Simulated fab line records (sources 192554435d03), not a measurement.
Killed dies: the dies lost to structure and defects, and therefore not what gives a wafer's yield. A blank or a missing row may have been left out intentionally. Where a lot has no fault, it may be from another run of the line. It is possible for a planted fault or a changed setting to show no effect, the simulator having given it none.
Chamber matching | flow n5-finfet | 4 sister chambers for N5_BEOL_M6_ETCH_61 on rie-diel-05
The step etches SiARC in CF4, target depth 45.5 nm, time 75.8 s. 4 wafers are shown with their chamber, then 11 later ones without.

## WAFERS PAIRED WITH THEIR CHAMBERS
wafer  | chamber | drypump-motor-current-A (A)
L082.4 | 1       | 5.0
L088.5 | 0       | 5.9
L088.6 | 3       | 6.1
L089.2 | 2       | 4.8

## WAFERS WITH NO CHAMBER GIVEN
wafer  | drypump-motor-current-A (A)
L089.5 | 5.1
L089.6 | 4.8
L093.2 | 4.8
L093.3 | 5.9
L093.6 | 5.0
L095.2 | 6.1
L095.4 | 4.8
L095.5 | 4.8
L097.3 | 6.1
L097.4 | 4.9
L097.6 | 5.9

## WHICH CHAMBER EACH ONE RAN IN
wafer  | from the rows above     | in truth
L089.5 | 1                       | 1
L089.6 | 2                       | 2
L093.2 | 2                       | 2
L093.3 | 0                       | 0
L093.6 | 1                       | 1
L095.2 | 3                       | 3
L095.4 | 2                       | 2
L095.5 | 2                       | 2
L097.3 | 3                       | 3
L097.4 | can't be placed: 1 or 2 | 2
L097.6 | 0                       | 0
Correctly placed: 10 of 11. From these rows, 1 cannot be placed; in 1 the true chamber is one of the candidates. Number placed wrongly: 0.
How it was worked out, from the rows above alone: a wafer's distance from a chamber is the root of the sum, over the readings, of the square of ((its reading less the chamber's mean) divided by the reading's scatter). The wafer belongs to the nearest chamber; if the next one is less than 2 further off, it can't be placed. A chamber's mean is the mean of its shown wafers. The scatter: root of mean squared gap, hidden wafer to nearest shown wafer, with one shown wafer a chamber.
